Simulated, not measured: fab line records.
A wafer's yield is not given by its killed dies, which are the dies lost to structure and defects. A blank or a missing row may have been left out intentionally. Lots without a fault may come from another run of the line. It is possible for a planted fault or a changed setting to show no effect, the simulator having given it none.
fab line records ; flow nandHarc
record: lots: 6; wafers: 18; lastDay: 33
route steps=1302 shown A_CONTACT@995 END@1302
lots with no fault: from the same line, run without faults
startH: hours from the record's opening day to when the first of the lot's shown wafers began ; waitH: hours from the lot's prior step to this one ; " identical to the entry in the row above ; L1.1+2: several wafers, shown together as one row ; - either no value or no given start ; * or withheld: withheld ; < > ~ a bound
route shown NAME@n: names a module that has steps shown in the file, with the first one's number in the route ; usual: mean/standard deviation of fault-free wafers ; same: alike in all rows ; chamber/n: place in a boat ; sites: readings site by site ; _std_site: how widely they spread, as a standard deviation ; _edge_site: mean of outer sites minus mean of inner sites ; radiusMm: for every site, how far away it sits from the centre of the wafer ; mask NAME#n: copy n ; behind: the most recent tool/chamber to have shaped the wafer ; hold: what put the lot on hold/how long, in hours/how the hold closed ; device: whichever transistor did not switch (one of n, p or np) ; end of line: the tests these same wafers got at the end of their route ; a step with no rows: only its recipe ; killed: dies that structure and defects cost at the first sort, which is not the same as the wafer's yield ; map: per-die view of a wafer (x killed, . not killed, _ where there is no die)
set.NAME: setting as actually run; set.NAME@STEP: the setting as run at that earlier step ; model.NAME: the simulator's own value behind a step, which no gauge read
certain route steps with their lots: each step a table, each wafer a row
services: when a tool's chamber went out of use (startH, in hours from the record's first day, below 0 if earlier), for how many hours, and the reason
== steps ==
step: NHARC_A_CONTACT_PEB_40
recipe: pebTempC: 100; pebTimeS: 65
step: NHARC_A_CONTACT_DEVELOP_41
recipe: developTimeS: 35; devTempC: 23
step: NHARC_A_CONTACT_CD_MEAS_42
recipe: targetCdNm: 300; landingEnergyEv: 500
usual: cdNm: 299.9/0.47
lot.wafer;tool;chamber;startH;waitH;cdNm
L867.3;cdSem-03;0;493.02;-;299.8
L867.4;cdSem-03;0;493.02;-;300.4
L867.6;cdSem-03;0;493.02;-;299.4
L871.3;cdSem-02;0;524.52;-;300.3
L871.4;cdSem-02;0;524.52;-;300.1
L871.6;cdSem-02;0;524.52;-;299.7
L876.4;cdSem-01;0;601.55;-;300.0
L876.5;cdSem-01;0;601.55;-;299.9
L876.6;cdSem-01;0;601.55;-;299.6
L877.1;cdSem-01;0;612.45;-;300.2
L877.4;cdSem-01;0;612.45;-;300.4
L877.5;cdSem-01;0;612.45;-;299.5
L882.1;cdSem-03;0;661.47;-;299.9
L882.4;cdSem-03;0;661.47;-;299.2
L882.6;cdSem-03;0;661.47;-;300.5
L890.3;cdSem-01;0;721.26;-;299.5
L890.4;cdSem-01;0;721.26;-;299.4
L890.5;cdSem-01;0;721.26;-;300.0
step: NHARC_A_CONTACT_OVL_MEAS_43
usual: overlayXNm: 0.0/0.78; overlayYNm: -0.4/0.92
lot.wafer;tool;chamber;startH;waitH;overlayXNm;overlayYNm
L867.3;overlay-02;-;493.11;-;0.4;-1.4
L867.4;overlay-02;-;493.11;-;-0.3;-1.4
L867.6;overlay-02;-;493.11;-;-0.1;-0.7
L871.3;overlay-02;-;524.60;-;-0.3;-1.0
L871.4;overlay-02;-;524.60;-;0.0;-1.2
L871.6;overlay-02;-;524.60;-;-0.4;-1.1
L876.4;overlay-01;-;601.63;-;0.9;-0.6
L876.5;overlay-01;-;601.63;-;1.0;-0.6
L876.6;overlay-01;-;601.63;-;0.9;0.5
L877.1;overlay-02;-;612.53;-;0.9;-1.3
L877.4;overlay-02;-;612.53;-;0.8;-1.4
L877.5;overlay-02;-;612.53;-;0.9;-1.6
L882.1;overlay-02;-;661.56;-;-0.1;0.0
L882.4;overlay-02;-;661.56;-;-0.4;-0.5
L882.6;overlay-02;-;661.56;-;0.0;0.0
L890.3;overlay-02;-;721.34;-;0.5;1.5
L890.4;overlay-02;-;721.34;-;1.2;1.4
L890.5;overlay-02;-;721.34;-;1.2;1.4
step: NHARC_A_CONTACT_INSPECT_44
usual: rawDefectCount: 81/29
lot.wafer;tool;chamber;startH;waitH;rawDefectCount
L867.3;defectInspect-01;-;493.14;0.0;117
L867.4;defectInspect-01;-;493.14;0.0;140
L867.6;defectInspect-01;-;493.14;0.0;149
L871.3;defectInspect-02;-;524.64;0.0;65
L871.4;defectInspect-02;-;524.64;0.0;55
L871.6;defectInspect-02;-;524.64;0.0;73
L876.4;defectInspect-01;-;601.66;0.0;97
L876.5;defectInspect-01;-;601.66;0.0;70
L876.6;defectInspect-01;-;601.66;0.0;71
L877.1;defectInspect-02;-;612.57;0.0;109
L877.4;defectInspect-02;-;612.57;0.0;91
L877.5;defectInspect-02;-;612.57;0.0;121
L882.1;defectInspect-01;-;661.60;0.0;63
L882.4;defectInspect-01;-;661.60;0.0;74
L882.6;defectInspect-01;-;661.60;0.0;68
L890.3;defectInspect-01;-;721.38;0.0;21
L890.4;defectInspect-01;-;721.38;0.0;21
L890.5;defectInspect-01;-;721.38;0.0;19
step: NHARC_A_CONTACT_DESCUM_47
recipe: timeS: 3; o2FlowSccm: 200; arFlowSccm: 0; biasPowerW: 0; chemistry: O2
usual: drypumpMotorCurrentA: 5.7/0.42; oesProductAu: 0.995/0.0083; rfVppV: 57.8/0.92; showerheadPlenumPTorr: 1.90/0.092; throttleValvePct: 11.311/0.0087
lot.wafer;tool;chamber;startH;waitH;drypumpMotorCurrentA;oesProductAu;rfHoursCounterH;rfVppV;showerheadPlenumPTorr;throttleValvePct
L867.4;rieDiel-10;1;493.21;0.1;6.0;0.993;23;57.6;1.79;11.306
L867.3;rieDiel-10;3;493.21;0.1;5.5;0.979;29;58.5;2.07;11.311
L867.6;rieDiel-10;1;493.21;0.1;6.1;0.992;-;56.5;1.79;11.312
L871.4;rieDiel-02;1;524.70;0.1;6.2;0.999;19;59.4;2.01;11.314
L871.3;rieDiel-02;0;524.70;0.1;5.8;1.012;20;57.8;1.80;11.308
L871.6;rieDiel-02;1;524.70;0.1;6.2;0.997;-;58.2;2.01;11.315
L876.4;rieDiel-02;2;601.97;0.3;5.1;0.986;4;58.1;1.90;11.304
L876.5;rieDiel-02;1;601.97;0.3;6.2;0.983;-;59.0;2.01;11.312
L876.6;rieDiel-02;2;601.97;0.3;5.1;0.997;-;58.1;1.90;11.305
L877.4;rieDiel-02;3;612.64;0.1;6.1;0.996;7;58.0;1.85;11.318
L877.1;rieDiel-02;1;612.64;0.1;6.2;0.995;6;58.0;2.01;11.317
L877.5;rieDiel-02;3;612.64;0.1;6.1;0.990;-;58.9;1.85;11.309
L882.1;rieDiel-10;1;661.67;0.1;6.0;1.009;23;56.7;1.77;11.308
L882.4;rieDiel-10;2;661.67;0.1;5.1;0.999;22;57.4;1.89;11.301
L882.6;rieDiel-10;1;661.67;0.1;6.0;1.007;-;58.2;1.77;11.318
L890.4;rieDiel-02;2;721.44;0.1;5.1;0.984;30;57.0;1.89;11.318
L890.3;rieDiel-02;0;721.44;0.1;5.8;1.001;26;58.0;1.79;11.315
L890.5;rieDiel-02;3;721.44;0.1;6.1;0.981;-;57.8;1.84;11.309
step: NHARC_A_CONTACT_ETCH_48
recipe: targetDepthA: 390; overEtchFrac: 0.3; timeS: 65; ionEnergyEv: 80; cf4FlowSccm: 150; arFlowSccm: 0; rfW: 300; biasW: 100; chemistry: CF4
step: NHARC_A_CONTACT_ETCH_49
recipe: targetDepthA: 2600; overEtchFrac: 0.3; timeS: 475.3; ionEnergyEv: 200; n2FlowSccm: 150; h2FlowSccm: 150; arFlowSccm: 0; rfW: 400; biasW: 150; chemistry: N2/H2
step: NHARC_A_CONTACT_ETCH_50
recipe: targetDepthA: 1210; timeS: 60.5; cf4FlowSccm: 100; chf3FlowSccm: 30; arFlowSccm: 0; rfW: 500; biasW: 200; chemistry: CF4/CHF3
usual: biasW: 200.0/0.61; cf4FlowSccm: 99.99/0.29; drypumpMotorCurrentA: 5.8/0.42; oesProductAu: 0.952/0.02; rfVppV: 370.2/2.6; showerheadPlenumPTorr: 1.56/0.074; throttleValvePct: 16.803/0.0087
lot.wafer;tool;chamber;startH;waitH;biasW;cf4FlowSccm;drypumpMotorCurrentA;oesProductAu;rfHoursCounterH;rfVppV;showerheadPlenumPTorr;throttleValvePct
L867.3;rieDiel-10;0;-;-;199.0;99.39;5.2;0.914;25;369.7;1.53;16.818
L867.4;rieDiel-10;1;-;-;200.1;100.06;6.0;0.917;23;366.7;1.47;16.806
L867.6;rieDiel-10;3;-;-;199.5;99.72;5.5;0.907;-;375.1;1.69;16.789
L871.3;rieDiel-02;0;-;-;199.4;100.08;5.8;0.929;20;367.3;1.48;16.798
L871.4;rieDiel-02;3;-;-;199.7;99.42;6.1;0.924;22;368.9;1.53;16.807
L871.6;rieDiel-02;0;-;-;199.7;99.87;5.8;0.935;-;367.4;1.48;16.796
L876.4;rieDiel-02;2;-;-;200.0;99.86;5.1;0.927;5;370.3;1.56;16.795
L876.6;rieDiel-02;3;-;-;200.3;100.10;6.1;0.938;-;368.2;1.52;16.805
L876.5;rieDiel-02;0;-;-;200.4;99.77;5.8;0.943;-;368.9;1.48;16.797
L877.4;rieDiel-02;3;-;-;200.4;99.92;6.1;0.943;7;368.7;1.52;16.804
L877.1;rieDiel-02;0;-;-;200.2;100.74;5.8;0.962;6;366.9;1.48;16.798
L877.5;rieDiel-02;3;-;-;200.3;99.48;6.1;0.948;-;368.9;1.52;16.793
L882.1;rieDiel-10;3;-;-;200.3;100.05;5.5;0.984;14;373.7;1.68;16.813
L882.4;rieDiel-10;1;-;-;200.4;100.25;6.0;0.973;23;366.3;1.46;16.802
L882.6;rieDiel-10;2;-;-;200.2;99.67;5.1;0.964;-;369.9;1.55;16.814
L890.4;rieDiel-02;2;-;-;200.3;99.83;5.1;0.945;30;369.4;1.56;16.803
L890.3;rieDiel-02;3;-;-;199.0;100.06;6.1;0.943;25;369.4;1.52;16.813
L890.5;rieDiel-02;2;-;-;201.0;100.08;5.1;0.943;-;371.5;1.56;16.808
step: NHARC_A_CONTACT_ETCH_51
recipe: targetDepthA: 70000; overEtchFrac: 0.3; timeS: 1820; ionEnergyEv: 150; o2FlowSccm: 400; cosFlowSccm: 20; arFlowSccm: 0; rfW: 500; biasW: 300; chemistry: O2/COS
step: NHARC_A_CONTACT_ETCH_111
recipe: sourceW: withheld; pressureMtorr: 20; biasV: withheld; timeS: 140; targetDepthA: 7000; arFlowSccm: withheld; c4f8FlowSccm: withheld; o2FlowSccm: withheld; chemistry: C4F8/O2/Ar
step: NHARC_A_CONTACT_ETCH_112
recipe: sourceW: withheld; pressureMtorr: 20; biasV: 3000; timeS: 190; targetDepthA: 18500; arFlowSccm: withheld; c4f8FlowSccm: withheld; o2FlowSccm: withheld; chemistry: C4F8/O2/Ar
step: NHARC_A_CONTACT_ETCH_113
recipe: sourceW: withheld; pressureMtorr: 20; biasV: 3000; timeS: 190; targetDepthA: 18500; arFlowSccm: withheld; c4f8FlowSccm: withheld; o2FlowSccm: withheld; chemistry: C4F8/O2/Ar
usual: oesAirLineAu: 1.004/0.02
lot.wafer;tool;chamber;startH;waitH;oesAirLineAu;rfHoursCounterH
L867.4;harCapEtch-01;1;495.45;0.1;1.009;-
L867.3;harCapEtch-01;0;495.45;0.1;1.010;-
L867.6;harCapEtch-01;0;495.45;0.1;0.996;-
L871.3;harCapEtch-03;0;527.53;0.1;1.014;-
L871.4;harCapEtch-03;1;527.53;0.1;0.980;-
L871.6;harCapEtch-03;1;527.53;0.1;0.963;-
L876.4;harCapEtch-01;0;605.11;0.1;1.031;-
L876.5;harCapEtch-01;1;605.11;0.1;1.013;-
L876.6;harCapEtch-01;0;605.11;0.1;0.985;-
L877.1;harCapEtch-01;0;614.83;0.1;1.010;16
L877.4;harCapEtch-01;0;614.83;0.1;1.031;-
L877.5;harCapEtch-01;1;614.83;0.1;1.012;-
L882.1;harCapEtch-02;0;663.97;0.2;0.999;113
L882.4;harCapEtch-02;1;663.97;0.2;1.013;-
L882.6;harCapEtch-02;0;663.97;0.2;0.996;-
L890.4;harCapEtch-03;1;723.69;0.1;0.993;-
L890.3;harCapEtch-03;0;723.69;0.1;1.006;-
L890.5;harCapEtch-03;1;723.69;0.1;0.971;-
step: NHARC_A_CONTACT_ETCH_114
recipe: sourceW: withheld; pressureMtorr: 20; biasV: 3000; timeS: 190; targetDepthA: 18500; arFlowSccm: withheld; c4f8FlowSccm: withheld; o2FlowSccm: withheld; chemistry: C4F8/O2/Ar
step: NHARC_A_CONTACT_ETCH_115
recipe: sourceW: withheld; pressureMtorr: 20; biasV: 3000; timeS: 190; targetDepthA: 18500; arFlowSccm: withheld; c4f8FlowSccm: withheld; o2FlowSccm: withheld; chemistry: C4F8/O2/Ar
usual: oesAirLineAu: 0.999/0.021
lot.wafer;tool;chamber;startH;waitH;oesAirLineAu;rfHoursCounterH
L867.4;harCapEtch-01;1;495.79;0.1;0.975;-
L867.3;harCapEtch-01;0;495.79;0.1;1.033;-
L867.6;harCapEtch-01;0;495.79;0.1;1.030;-
L871.3;harCapEtch-03;0;527.87;0.1;1.031;-
L871.4;harCapEtch-03;1;527.87;0.1;0.972;-
L871.6;harCapEtch-03;1;527.87;0.1;0.989;-
L876.4;harCapEtch-01;0;605.46;0.1;0.984;-
L876.5;harCapEtch-01;1;605.46;0.1;0.982;-
L876.6;harCapEtch-01;0;605.46;0.1;1.012;-
L877.1;harCapEtch-01;0;615.17;0.1;1.023;17
L877.4;harCapEtch-01;0;615.17;0.1;1.010;-
L877.5;harCapEtch-01;1;615.17;0.1;1.005;-
L882.1;harCapEtch-02;0;664.41;0.2;0.988;113
L882.4;harCapEtch-02;1;664.41;0.2;0.940;-
L882.6;harCapEtch-02;0;664.41;0.2;0.997;-
L890.4;harCapEtch-03;1;724.04;0.1;0.994;-
L890.3;harCapEtch-03;0;724.04;0.1;0.976;-
L890.5;harCapEtch-03;1;724.04;0.1;0.982;-
step: NHARC_A_CONTACT_ETCH_116
recipe: sourceW: withheld; pressureMtorr: 20; biasV: 3000; timeS: 190; targetDepthA: 18500; arFlowSccm: withheld; c4f8FlowSccm: withheld; o2FlowSccm: withheld; chemistry: C4F8/O2/Ar
step: NHARC_A_CONTACT_ETCH_117
recipe: sourceW: withheld; pressureMtorr: 20; biasV: 3000; timeS: 190; targetDepthA: 18500; arFlowSccm: withheld; c4f8FlowSccm: withheld; o2FlowSccm: withheld; chemistry: C4F8/O2/Ar
step: NHARC_A_CONTACT_ETCH_118
recipe: sourceW: withheld; pressureMtorr: 20; biasV: 3000; timeS: 190; targetDepthA: 18500; arFlowSccm: withheld; c4f8FlowSccm: withheld; o2FlowSccm: withheld; chemistry: C4F8/O2/Ar
step: NHARC_A_CONTACT_ETCH_119
recipe: sourceW: withheld; pressureMtorr: 20; biasV: 3000; timeS: 190; targetDepthA: 18500; arFlowSccm: withheld; c4f8FlowSccm: withheld; o2FlowSccm: withheld; chemistry: C4F8/O2/Ar
step: NHARC_A_CONTACT_ETCH_120
recipe: sourceW: withheld; pressureMtorr: 20; biasV: 3000; timeS: 190; targetDepthA: 18500; arFlowSccm: withheld; c4f8FlowSccm: withheld; o2FlowSccm: withheld; chemistry: C4F8/O2/Ar
step: NHARC_A_CONTACT_ETCH_121
recipe: sourceW: withheld; pressureMtorr: 20; biasV: 3000; timeS: 190; targetDepthA: 18500; arFlowSccm: withheld; c4f8FlowSccm: withheld; o2FlowSccm: withheld; chemistry: C4F8/O2/Ar
step: NHARC_A_CONTACT_ETCH_122
recipe: sourceW: withheld; pressureMtorr: 20; biasV: 3000; timeS: 190; targetDepthA: 18500; arFlowSccm: withheld; c4f8FlowSccm: withheld; o2FlowSccm: withheld; chemistry: C4F8/O2/Ar
step: NHARC_A_CONTACT_ETCH_123
recipe: sourceW: withheld; pressureMtorr: 20; biasV: 400; timeS: 490; targetDepthA: 21100; arFlowSccm: withheld; c4f8FlowSccm: 11.5; o2FlowSccm: 7.2; chemistry: C4F8/O2/Ar
step: NHARC_A_CONTACT_ETCH_90
recipe: targetDepthA: 400; overEtchFrac: 0.5; timeS: 85.7; ionEnergyEv: 120; ch3fFlowSccm: 50; o2FlowSccm: 30; arFlowSccm: 200; rfW: 500; biasW: 100; chemistry: CH3F/O2
usual: biasW: 100.00/0.27; drypumpMotorCurrentA: 5.7/0.43; oesProductAu: 0.94/0.036; rfVppV: 244.1/1.8; showerheadPlenumPTorr: 2.45/0.12; throttleValvePct: 20.663/0.0097
lot.wafer;tool;chamber;startH;waitH;biasW;drypumpMotorCurrentA;oesProductAu;rfHoursCounterH;rfVppV;showerheadPlenumPTorr;throttleValvePct
L867.3;rieDiel-10;3;498.09;0.6;100.03;5.5;0.91;30;247.3;2.65;20.651
L867.4;rieDiel-10;1;498.09;0.6;99.95;6.0;0.93;24;243.5;2.30;20.670
L867.6;rieDiel-10;3;498.09;0.6;99.59;5.5;0.92;-;246.5;2.65;20.646
L871.3;rieDiel-03;2;530.21;0.8;100.10;5.6;1.00;21;248.0;2.65;20.662
L871.4;rieDiel-03;3;530.21;0.8;99.81;5.6;1.01;26;243.8;2.44;20.658
L871.6;rieDiel-03;1;530.21;0.8;99.94;6.3;0.98;-;241.6;2.29;20.697
L876.4;rieDiel-02;2;607.72;0.6;99.78;5.1;0.92;7;245.3;2.44;20.662
L876.6;rieDiel-02;1;607.72;0.6;99.57;6.3;0.92;-;246.6;2.58;20.665
L876.5;rieDiel-02;2;607.72;0.6;99.53;5.1;0.92;-;243.1;2.44;20.665
L877.1;rieDiel-03;1;617.52;0.9;99.92;6.3;0.91;43;242.3;2.28;20.668
L877.4;rieDiel-03;3;617.52;0.9;100.03;5.6;0.94;56;243.9;2.43;20.674
L877.5;rieDiel-03;1;617.52;0.9;99.70;6.3;0.92;-;243.4;2.28;20.660
L882.4;rieDiel-10;3;667.41;0.7;99.78;5.5;0.93;15;246.4;2.63;20.687
L882.1;rieDiel-10;1;667.41;0.7;99.80;6.0;0.93;25;239.9;2.28;20.669
L882.6;rieDiel-10;3;667.41;0.7;99.83;5.5;0.93;-;247.1;2.63;20.661
L890.4;rieDiel-03;3;726.35;0.7;100.08;5.6;0.93;25;243.1;2.42;20.655
L890.3;rieDiel-03;0;726.35;0.7;99.63;5.5;0.94;23;246.9;2.55;20.667
L890.5;rieDiel-03;2;726.35;0.7;99.82;5.7;0.93;-;246.5;2.63;20.657
step: NHARC_A_CONTACT_ETCH_96
recipe: targetDepthA: 200; overEtchFrac: 0.5; timeS: 10; ionEnergyEv: 250; c4f6FlowSccm: 25; o2FlowSccm: 20; arFlowSccm: 500; rfW: 600; biasW: 500; chemistry: C4F6/O2
usual: biasW: 500.0/1.7; drypumpMotorCurrentA: 5.7/0.42; oesProductAu: 0.960/0.025; rfVppV: 546/3.9; showerheadPlenumPTorr: 3.91/0.18; throttleValvePct: 26.904/0.009
lot.wafer;tool;chamber;startH;waitH;biasW;drypumpMotorCurrentA;oesProductAu;rfHoursCounterH;rfVppV;showerheadPlenumPTorr;throttleValvePct
L867.3;rieDiel-10;0;-;-;500.8;5.2;0.943;27;545;3.82;26.880
L867.4;rieDiel-10;1;-;-;500.0;6.0;0.932;24;543;3.68;26.911
L867.6;rieDiel-10;1;-;-;498.9;6.0;0.942;-;542;3.68;26.913
L871.3;rieDiel-03;2;-;-;502.2;5.7;1.001;21;553;4.21;26.920
L871.4;rieDiel-03;3;-;-;501.7;5.6;0.999;26;546;3.90;26.898
L871.6;rieDiel-03;1;-;-;497.7;6.3;0.974;-;542;3.68;26.898
L876.4;rieDiel-02;1;-;-;498.4;6.3;0.967;6;551;4.10;26.923
L876.6;rieDiel-02;3;-;-;503.8;6.1;0.944;-;543;3.81;26.920
L876.5;rieDiel-02;0;-;-;498.6;5.8;0.954;-;543;3.70;26.905
L877.1;rieDiel-03;1;-;-;501.6;6.3;0.948;43;541;3.66;26.899
L877.4;rieDiel-03;2;-;-;496.9;5.7;0.956;47;552;4.20;26.897
L877.5;rieDiel-03;2;-;-;496.2;5.7;0.952;-;551;4.20;26.911
L882.4;rieDiel-10;0;-;-;500.3;5.2;0.953;17;544;3.79;26.915
L882.1;rieDiel-10;1;-;-;499.5;6.0;0.941;25;540;3.65;26.907
L882.6;rieDiel-10;2;-;-;498.5;5.1;0.942;-;546;3.87;26.900
L890.3;rieDiel-03;1;-;-;499.2;6.3;0.933;22;553;4.21;26.906
L890.4;rieDiel-03;0;-;-;500.6;5.6;0.944;23;550;4.07;26.900
L890.5;rieDiel-03;2;-;-;500.1;5.7;0.957;-;552;4.18;26.894
step: NHARC_A_CONTACT_CD_MEAS_53
usual: cdNm: 289.8/0.8
lot.wafer;tool;chamber;startH;waitH;cdNm
L867.3;cdSem-01;-;498.30;-;289.7
L867.4;cdSem-01;-;498.30;-;289.6
L867.6;cdSem-01;-;498.30;-;290.2
L871.3;cdSem-03;-;530.41;-;289.6
L871.4;cdSem-03;-;530.41;-;290.1
L871.6;cdSem-03;-;530.41;-;288.8
L876.4;cdSem-03;-;608.04;-;289.2
L876.5;cdSem-03;-;608.04;-;289.0
L876.6;cdSem-03;-;608.04;-;289.6
L877.1;cdSem-03;-;617.73;-;288.7
L877.4;cdSem-03;-;617.73;-;289.5
L877.5;cdSem-03;-;617.73;-;288.5
L882.1;cdSem-02;-;667.61;-;290.3
L882.4;cdSem-02;-;667.61;-;290.7
L882.6;cdSem-02;-;667.61;-;290.9
L890.3;cdSem-03;-;726.56;-;290.6
L890.4;cdSem-03;-;726.56;-;290.2
L890.5;cdSem-03;-;726.56;-;290.5
step: NHARC_A_CONTACT_STRIP_99
recipe: n2FlowSccm: 150; h2FlowSccm: 150; arFlowSccm: 0; biasW: 0; chemistry: N2/H2
step: NHARC_A_CONTACT_STRIP_100
recipe: cf4FlowSccm: 100; chf3FlowSccm: 30; arFlowSccm: 0; biasW: 0; chemistry: CF4/CHF3
step: NHARC_A_CONTACT_STRIP_101
recipe: o2FlowSccm: 400; cosFlowSccm: 20; arFlowSccm: 0; biasW: 0; chemistry: O2/COS
step: NHARC_A_CONTACT_ETCH_102
recipe: targetDepthA: 1000; overetchA: 100; timeS: 55; ionEnergyEv: 100; cf4FlowSccm: 80; o2FlowSccm: 20; arFlowSccm: 0; rfW: 300; biasW: 100; chemistry: CF4/O2
step: NHARC_A_CONTACT_STRIP_55
recipe: o2FlowSccm: 500; arFlowSccm: 0; biasW: 0; chemistry: O2
step: NHARC_A_CONTACT_STRIP_56
recipe: timeS: 600; tempC: 30; chemistry: postEtchResidueRemover
step: NHARC_A_CONTACT_DEP_57
recipe: targetThkA: 53000; tempC: 400; material: aC
step: NHARC_A_CONTACT_DEP_58
recipe: targetThkA: 900; targetThkNm: 90; tempC: 400; pressureTorr: 3.5; flowSccm: 200; rfW: 350; material: SiON
step: NHARC_A_CONTACT_DEHYDRATE_59
recipe: tempC: 150; timeS: 120
step: NHARC_A_CONTACT_HMDS_60
recipe: timeS: 30
step: NHARC_A_CONTACT_COAT_61
recipe: tempC: 260; timeS: 75
step: NHARC_A_CONTACT_COAT_62
recipe: tempC: 225; timeS: 65
step: NHARC_A_CONTACT_COAT_63
recipe: spinRpm: 1500; resistThkNm: 90
step: NHARC_A_CONTACT_SOFTBAKE_64
recipe: tempC: 105; timeS: 55
step: NHARC_A_CONTACT_EBR_65
step: NHARC_A_CONTACT_EXPOSE_66
recipe: na: 1.35; sigmaOuter: 0.8; doseMj: 59.02; maskId: A_CC_2
step: NHARC_END_SORT_01
recipe: tempC: 25
usual: killedAtArray: 59/16; killedAtOther: 0.8/1.1; killedAtPeriphery: 3.6/2.4; killedDies: 64/16; killedOpen: 3.4/1.8; killedShort: 2.5/1.6
same: grossDies: 677
lot.wafer;tool;chamber;startH;waitH;killedAtArray;killedAtOther;killedAtPeriphery;killedDies;killedOpen;killedShort
L876.4;prober-02;0;692.50;3.4;143;2;3;148;0;4
L876.5;prober-02;0;693.30;3.7;96;1;7;104;3;1
L876.6;prober-02;0;694.10;4.0;151;1;8;160;5;2
L877.1;prober-02;0;697.89;2.5;150;0;1;151;0;4
L877.4;prober-02;0;700.32;3.4;148;1;0;149;0;1
L877.5;prober-02;0;701.13;3.7;135;0;5;140;5;2
killed by level:class
L876.4 A_CONTACT:unspecified=78 A_CHANNEL_HOLE_D1:chamberFilmFlake=32 A_CHANNEL_HOLE_D2:chamberFilmFlake=21 A_CONTACT:chamberFilmFlake=3 P_M0:chamberFilmFlake=3 A_STAIRCASE:chamberFilmFlake=3 STARTING-WAFER:geometricParticle:short=2 A_SLIT:chamberFilmFlake=2
L876.5 A_CONTACT:unspecified=45 A_CHANNEL_HOLE_D1:chamberFilmFlake=20 A_CHANNEL_HOLE_D2:chamberFilmFlake=15 P_M0:chamberFilmFlake=5 A_DECK1_JOINT:chamberFilmFlake=5 A_CONTACT:chamberFilmFlake=4 A_STAIRCASE:chamberFilmFlake=2 P_M2:geometricParticle:open=1
L876.6 A_CONTACT:unspecified=91 A_CHANNEL_HOLE_D1:chamberFilmFlake=30 A_CHANNEL_HOLE_D2:chamberFilmFlake=15 P_M0:chamberFilmFlake=5 A_CONTACT:chamberFilmFlake=3 A_DECK1_JOINT:chamberFilmFlake=3 A_STAIRCASE:chamberFilmFlake=3 A_WL_FILL:geometricParticle:open=2
L877.1 A_CONTACT:unspecified=81 A_CHANNEL_HOLE_D1:chamberFilmFlake=30 A_SLIT:chamberFilmFlake=30 A_CONTACT:chamberFilmFlake=3 A_SOURCE_PLATE:geometricParticle:short=1 A_DECK1_JOINT:geometricParticle:short=1 A_CHANNEL_FILL_D2:geometricParticle:short=1 A_SGD_CUT:geometricParticle:short=1
L877.4 A_CONTACT:unspecified=89 A_CHANNEL_HOLE_D1:chamberFilmFlake=27 A_SLIT:chamberFilmFlake=26 A_STAIRCASE:chamberFilmFlake=2 A_CONTACT:chamberFilmFlake=2 A_CONTACT:geometricParticle:short=1 A_CHANNEL_FILL_D1:chamberFilmFlake=1 THIN_TSV:chamberFilmFlake=1
L877.5 A_CONTACT:unspecified=47 A_SLIT:chamberFilmFlake=40 A_CHANNEL_HOLE_D1:chamberFilmFlake=38 P_M0:chamberFilmFlake=2 A_DECK1_JOINT:chamberFilmFlake=2 A_WL_FILL:chamberFilmFlake=2 P_GATE:geometricParticle:open=1 P_M0:geometricParticle:open=1
map L876.6 (x killed, . not)
____________.____________
_________x.x...._________
_______....x.....x_______
______.x.xx.x......______
_____.x....x.x......_____
____....xxx.x.xxx....____
____...x.xxxxx.......____
___....xx.x.xx........___
___......xxxxx........___
__......xxxxx..........__
__.....x...............__
_.............x........._
_......................._
_........x....x........._
_......................._
_.............x........._
........x...xx...........
..........xx.............
.......xx.x.....x.x......
........x................
......x.........xx.......
_.....xxx...x.xxx.xx...._
_......x......xxxxxx.x.._
_............xxxxxxxxx.._
_........x.x.xxxxxxx...._
_......x.x..xxxxxxxxx..._
__......x....xxxxxxxx..__
__..........xxxxxxxxxx.__
___.........xxxxxxxxx.___
___.........x.xxxxxxx.___
____.........xxxxxxx.____
____.......xxxxxxx.x.____
_____..........x..xx_____
______.....x.......______
_______........x.._______
_________......._________
____________.____________
map L877.1 (x killed, . not)
____________.____________
_________......._________
_______...x.x....._______
______..x.x..x..x..______
_____.....x........._____
____.....x.xx.x......____
____....xxxx.........____
___.....xxxxxx........___
___.....xx.xx.........___
__......xxx............__
__...x....xx...........__
_......................x_
_..........x............_
_......................._
_........x.............._
_......................._
.........................
.........................
.........x...............
.............x....x......
........x.xxxxxxx.x..xx..
_.......x.xxxx.xxxx..x.._
_.x......xxxxxxxxxx....._
_.........xxxxxxxxxxx..._
_........xxxxxxxxxxxx..._
_.........x..xxxxxxx...._
__..........xxxxxxxxx..__
__..........xxxxxxxxxx.__
___..........xxxxxxx..___
___.......x..xxxxxxx..___
____..x......xxxxxxx.____
____..........xxxxx..____
_____...........xx.._____
______........x....______
_______.......x..._______
_________......._________
____________.____________
== services ==
tool;chamber;startH;hours;kind
rieDiel-02;0;476.21;-;clean
rieDiel-02;1;476.21;-;clean
rieDiel-02;2;476.21;-;clean
rieDiel-02;3;476.21;-;clean
harCapEtch-01;-;497.62;17.0;pm
rieDiel-02;0;500.71;-;clean
rieDiel-02;1;500.71;-;clean
rieDiel-02;2;500.71;-;clean
rieDiel-02;3;500.71;-;clean
rieDiel-02;0;525.25;-;clean
rieDiel-02;1;525.25;-;clean
rieDiel-02;2;525.25;-;clean
rieDiel-02;3;525.25;-;clean
rieDiel-02;0;549.75;-;clean
rieDiel-03;3;555.71;3.1;repair
rieDiel-02;-;570.71;9.0;pm
rieDiel-03;2;586.42;7.1;repair
rieDiel-10;-;596.94;9.0;pm
rieDiel-03;2;603.27;6.9;repair
rieDiel-02;1;619.88;12.7;repair
rieDiel-02;3;624.78;5.7;repair
rieDiel-03;-;635.33;9.0;pm
rieDiel-02;-;705.77;0.6;repair
rieDiel-02;2;711.16;6.5;repair
== key ==
firstSign: step: NHARC_END_SORT_01; reading: killedDies; direction: up; sigmas: 5; usual: 64; struck: 142
effect: step: NHARC_END_SORT_01; reading: killedAtArray; direction: up; sigmas: 4.8; usual: 59; struck: 137
moreKillsBornAt: NHARC_A_CONTACT_ETCH_113@harCapEtch-01: 431
metAt NHARC_A_CONTACT_ETCH_113
struckWafers L876.4,L876.5,L876.6,L877.1,L877.4,L877.5
testerLeftOut L876,L877
onsetBetween 495.45 605.11
alsoFits NHARC_A_CONTACT_ETCH_115:harCapEtch-01
fault: kind: chamberParticleSource; tool: harCapEtch-01; chamber: -; onsetH: 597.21; steps: NHARC_A_CONTACT_ETCH_113; ratePerVisitCm2: 0.82545; endH: 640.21
testerLeftOut: of these lots the tester's yield and bins aren't shown, on N5 and GAA mostly nor the transistor test; their killed dies are dies lost to structure and defects alone, not to doping, threshold or leakage, so they don't give the yield
